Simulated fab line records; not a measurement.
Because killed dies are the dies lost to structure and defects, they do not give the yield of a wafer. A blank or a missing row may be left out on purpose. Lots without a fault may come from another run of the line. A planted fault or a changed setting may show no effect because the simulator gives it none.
A lot that was struck, set against a sound lot ; flow n5-finfet ; 17 steps out of a route of 1938
Sound: the wafers L942.4, L942.5, L942.6. Wafers struck: L953.2, L953.4, L953.6. The cause comes at the end.
Each step with rows lists, per side, the tool, then ch with its chambers, then its first start. Under that, the readings that differ: sound wafers ; struck wafers ; difference of the means ; sigmas: that difference in standard deviations of wafers without a fault.
alike: readings with means less than 2 such deviations apart, plus words and numbers identical on both sides. not compared: withheld readings, readings lacking a value on some wafer, bounds such as >300 that could conceal the same value, and numbers that have no deviation in the record and whose values overlap.
The two part at a step that has a row with sigmas, a row that says differs or no value, or rows on one side only. Numbers that don't overlap but have no deviation are shown without sigmas and don't part them. A reading that every wafer of one side lacks parts them only if that side has two wafers or more.

N5_BEOL_M9_ETCH_62: etches SOC in N2/H2, target depth 110 nm, overetch 22 nm, time 165 s.
  sound on rie-diel-05 ch 1,2, day 10 14:50; struck on rie-diel-03 ch 1,3, day 14 03:40
reading;sound;struck;difference;sigmas
rf-fwd-power-W (W);838.7 841.3 836.3;832.4 835.0 831.3;-5.9;-2
  alike: drypump-motor-current-A, oes-product-au, rf-vpp-V, showerhead-plenum-p-Torr, throttle-valve-pct
  not compared: rf-hours-counter-h
then, 1 step without rows for these wafers: N5_BEOL_M9_STRIP_68 (strips in N2/H2).
N5_BEOL_M9_STRIP_67: strips in CF4.
  sound on rie-diel-05 ch 1,2, day 10 14:58; struck on rie-diel-03 ch 1,3, day 14 03:49
  alike: drypump-motor-current-A, oes-product-au, rf-vpp-V, showerhead-plenum-p-Torr, throttle-valve-pct
  not compared: rf-hours-counter-h
N5_BEOL_M9_HM_OPEN_17: chemistry Cl2/BCl3, target TiN, target depth 20 nm, overetch 6 nm.
  sound on rie-metal-03 ch 0,1, day 10 15:02; struck on rie-metal-03 ch 0,1, day 14 03:52
  alike: drypump-motor-current-A, oes-product-au, rf-fwd-power-W, throttle-valve-pct
  not compared: rf-hours-counter-h
N5_BEOL_M9_STRIP_19: strips in O2.
  sound on rie-diel-02 ch 0,1,3, day 10 15:14; struck on rie-diel-05 ch 0,2, day 14 03:58
  alike: drypump-motor-current-A, oes-product-au, rf-vpp-V, showerhead-plenum-p-Torr, throttle-valve-pct
  not compared: rf-hours-counter-h
N5_BEOL_M9_CD_MEAS_18: pitch 140 nm, target cd 70 nm.
  sound on cd-sem-03, day 10 15:18; struck on cd-sem-01, day 14 04:02
  alike: cd-nm
then, 6 steps without rows for these wafers: N5_BEOL_M9_COAT_63 (time 60 s, resist thk 60 nm); N5_BEOL_M9_COAT_64 (time 60 s, resist thk 12 nm); N5_BEOL_M9_COAT_75 (time 60 s, resist thk 5 nm); N5_BEOL_M9_COAT_22 (resist thk 30 nm); N5_BEOL_M9_EBR_24; N5_BEOL_M9_SOFTBAKE_23 (time 60 s).
N5_BEOL_M9_EXPOSE_25: exposes mask V8.
  sound on euv-scanner-01 ch 0, day 10 15:40; struck on euv-scanner-02 ch 0, day 14 07:26
reading;sound;struck;difference;sigmas
exposure-dose-mJ-cm2;37.29 37.30 37.31;35.63 35.63 35.58;-1.69;-51
  alike: mask
then, 2 steps without rows for these wafers: N5_BEOL_M9_PEB_26 (peb time 60 s); N5_BEOL_M9_DEVELOP_27 (develop time 30 s).
N5_BEOL_M9_CD_MEAS_28: target cd 70 nm.
  sound on cd-sem-01 ch 0, day 10 15:47; struck on cd-sem-03 ch 0, day 14 07:34
reading;sound;struck;difference;sigmas
cd-nm (nm);69.84 69.95 69.93;69.40 69.15 68.85;-0.77;-3
N5_BEOL_M9_OVL_MEAS_29:
  sound on overlay-01 ch 0, day 10 15:50; struck on overlay-01 ch 0, day 14 07:36
reading;sound;struck;difference;sigmas
V8_OVL (nm);1.5 1.3 1.0;0.2 -0.7 -0.9;-1.7;-2

== WHERE THEY PART ==
At N5_BEOL_M9_ETCH_62 first; at N5_BEOL_M9_OVL_MEAS_29 last (within this record only).

WHY: the cause the simulator had injected
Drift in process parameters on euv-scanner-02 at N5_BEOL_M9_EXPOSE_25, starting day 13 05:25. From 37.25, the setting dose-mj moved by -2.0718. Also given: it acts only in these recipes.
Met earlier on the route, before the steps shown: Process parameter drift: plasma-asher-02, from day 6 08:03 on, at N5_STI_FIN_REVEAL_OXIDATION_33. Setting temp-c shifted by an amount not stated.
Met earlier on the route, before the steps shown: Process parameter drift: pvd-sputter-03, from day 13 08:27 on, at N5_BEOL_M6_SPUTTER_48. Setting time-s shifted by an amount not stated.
